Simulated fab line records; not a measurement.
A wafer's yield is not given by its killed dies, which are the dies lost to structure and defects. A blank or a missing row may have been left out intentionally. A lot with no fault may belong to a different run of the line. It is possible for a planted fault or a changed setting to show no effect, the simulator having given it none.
Comparing a struck lot with a sound one -- flow nand_harc -- 14 steps out of a route of 1302
Sound: the wafers L281.1, L281.2, L281.4. Wafers L268.1, L268.4, L268.6 were the ones struck. The cause is given at the end.
At each step with rows: each side's tool, then ch and its chambers, then its first start. Under that, the readings that differ: sound wafers -- struck wafers -- difference of the means -- sigmas: that difference in standard deviations of wafers without a fault.
alike: words and numbers the same on both sides, and readings whose means are apart by under 2 such deviations; not compared: readings that were withheld, readings missing a value for some wafer, numbers with overlapping values and no deviation given by the record, and bounds like >300 which may hide the same value.
A row with sigmas, a row that says differs or no value, or rows on one side alone: a step with any of these is where the two part. Numbers that don't overlap but have no deviation are shown without sigmas and don't part them. A reading missing from all wafers of one side parts the sides only when that side holds two or more wafers.

first, 1 step without rows for these wafers: NHARC_A_CONTACT_ETCH_48 (etches the open film in CF4, target depth 39 nm, time 65 s).
NHARC_A_CONTACT_ETCH_49: etches the open film in N2/H2, target depth 260 nm, time 475.3 s.
  sound on rie_diel-12 ch 0,1,2; struck on rie_diel-04 ch 1,3
  alike: bias_w, chamber_pressure_mTorr, drypump_motor_current_A, mfc_ar_sccm, n2_flow_sccm, oes_product_au, rf_vpp_V, showerhead_plenum_p_Torr, throttle_valve_pct
  not compared: rf_hours_counter_h
then, 3 steps without rows for these wafers: NHARC_A_CONTACT_ETCH_50 (etches the open film in CF4/CHF3, target depth 121 nm, time 60.5 s); NHARC_A_CONTACT_ETCH_51 (etches the open film in O2/COS, target depth 7000 nm, time 1820 s); NHARC_A_CONTACT_ETCH_111 (etches the open film in C4F8/O2/Ar, time 140 s, target depth 700 nm).
NHARC_A_CONTACT_ETCH_112: etches the open film in C4F8/O2/Ar, time 190 s, target depth 1850 nm.
  sound on har_cap_etch-02 ch 0,1, day 29 10:55; struck on har_cap_etch-02 ch 0,1, day 23 01:17
  alike: chamber_pressure_mTorr, oes_air_line_au
  not compared: rf_hours_counter_h
NHARC_A_CONTACT_ETCH_113: etches the open film in C4F8/O2/Ar, time 190 s, target depth 1850 nm.
  sound on har_cap_etch-02 ch 0,1, day 29 11:06; struck on har_cap_etch-02 ch 0,1, day 23 01:27
  alike: chamber_pressure_mTorr, oes_air_line_au
  not compared: rf_hours_counter_h
NHARC_A_CONTACT_ETCH_114: etches the open film in C4F8/O2/Ar, time 190 s, target depth 1850 nm.
  sound on har_cap_etch-02 ch 0,1, day 29 11:16; struck on har_cap_etch-02 ch 0,1, day 23 01:37
  alike: chamber_pressure_mTorr, oes_air_line_au
  not compared: rf_hours_counter_h
NHARC_A_CONTACT_ETCH_115: etches the open film in C4F8/O2/Ar, time 190 s, target depth 1850 nm.
  sound on har_cap_etch-02 ch 0,1, day 29 11:26; struck on har_cap_etch-02 ch 0,1, day 23 01:47
  alike: chamber_pressure_mTorr, oes_air_line_au
  not compared: rf_hours_counter_h
then, 3 steps without rows for these wafers: NHARC_A_CONTACT_ETCH_116 (etches the open film in C4F8/O2/Ar, time 190 s, target depth 1850 nm); NHARC_A_CONTACT_ETCH_117 (etches the open film in C4F8/O2/Ar, time 190 s, target depth 1850 nm); NHARC_A_CONTACT_ETCH_118 (etches the open film in C4F8/O2/Ar, time 190 s, target depth 1850 nm).
NHARC_A_CONTACT_ETCH_119: etches the open film in C4F8/O2/Ar, time 190 s, target depth 1850 nm.
  sound on har_cap_etch-02 ch 0,1, day 29 12:08; struck on har_cap_etch-02 ch 0,1, day 23 02:29
  no value came back on the struck wafers for chamber_pressure_mTorr (mTorr), oes_air_line_au (a.u.); on the sound wafers chamber_pressure_mTorr (mTorr) reads 19.998 19.981 19.999
  not compared: rf_hours_counter_h
then, 1 step without rows for these wafers: NHARC_A_CONTACT_ETCH_120 (etches the open film in C4F8/O2/Ar, time 190 s, target depth 1850 nm).

== WHERE THEY PART ==
Only at NHARC_A_CONTACT_ETCH_119, as far as this record shows.

WHY: what the simulator had put in
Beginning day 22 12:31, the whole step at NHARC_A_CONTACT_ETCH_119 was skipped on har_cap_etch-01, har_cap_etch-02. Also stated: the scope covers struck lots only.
